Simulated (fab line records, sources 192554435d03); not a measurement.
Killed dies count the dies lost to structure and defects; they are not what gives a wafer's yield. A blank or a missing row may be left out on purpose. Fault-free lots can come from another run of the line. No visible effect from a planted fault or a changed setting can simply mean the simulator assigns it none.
Chamber matching / flow n5_finfet / 4 sister chambers for N5_BEOL_M3_ALD_84 on ald_metal-04
The step deposits TaN, pulse time 2 s, purge time 3 s, co reactant purge time 2 s. 4 wafers are shown with their chamber, then 10 later ones without.

## WAFERS, EACH WITH ITS CHAMBER
wafer=L088.5; chamber=2; heater_power_w (W)=353
wafer=L088.6; chamber=1; heater_power_w (W)=466
wafer=L087.1; chamber=3; heater_power_w (W)=413
wafer=L087.2; chamber=0; heater_power_w (W)=329

## WAFERS WHOSE CHAMBER IS MISSING
wafer=L087.3; heater_power_w (W)=468
wafer=L090.2; heater_power_w (W)=347
wafer=L090.4; heater_power_w (W)=413
wafer=L090.6; heater_power_w (W)=402
wafer=L094.2; heater_power_w (W)=456
wafer=L094.3; heater_power_w (W)=340
wafer=L094.5; heater_power_w (W)=347
wafer=L093.1; heater_power_w (W)=414
wafer=L093.2; heater_power_w (W)=469
wafer=L093.3; heater_power_w (W)=339

## THE CHAMBER EACH PASSED THROUGH
wafer=L087.3; from the rows above=1; in truth=1
wafer=L090.2; from the rows above=can't be placed: 2 or 0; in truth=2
wafer=L090.4; from the rows above=3; in truth=3
wafer=L090.6; from the rows above=3; in truth=3
wafer=L094.2; from the rows above=1; in truth=1
wafer=L094.3; from the rows above=can't be placed: 0 or 2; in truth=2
wafer=L094.5; from the rows above=can't be placed: 2 or 0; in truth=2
wafer=L093.1; from the rows above=3; in truth=3
wafer=L093.2; from the rows above=1; in truth=1
wafer=L093.3; from the rows above=can't be placed: 0 or 2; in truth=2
Correct placement for 6 of the 10. From these rows, 4 cannot be placed; in 4 the true chamber is one of the candidates. 0 placed wrongly.
How it was worked out, from the rows above alone: a wafer's distance from a chamber is the root of the sum, over the readings, of the square of ((its reading less the chamber's mean) divided by the reading's scatter). If the next closest chamber is less than 2 further off than the closest, the wafer can't be placed; otherwise it belongs to the closest. A chamber's mean is the mean of its shown wafers. The scatter: root of mean squared gap, hidden wafer to nearest shown wafer, with one shown wafer a chamber.
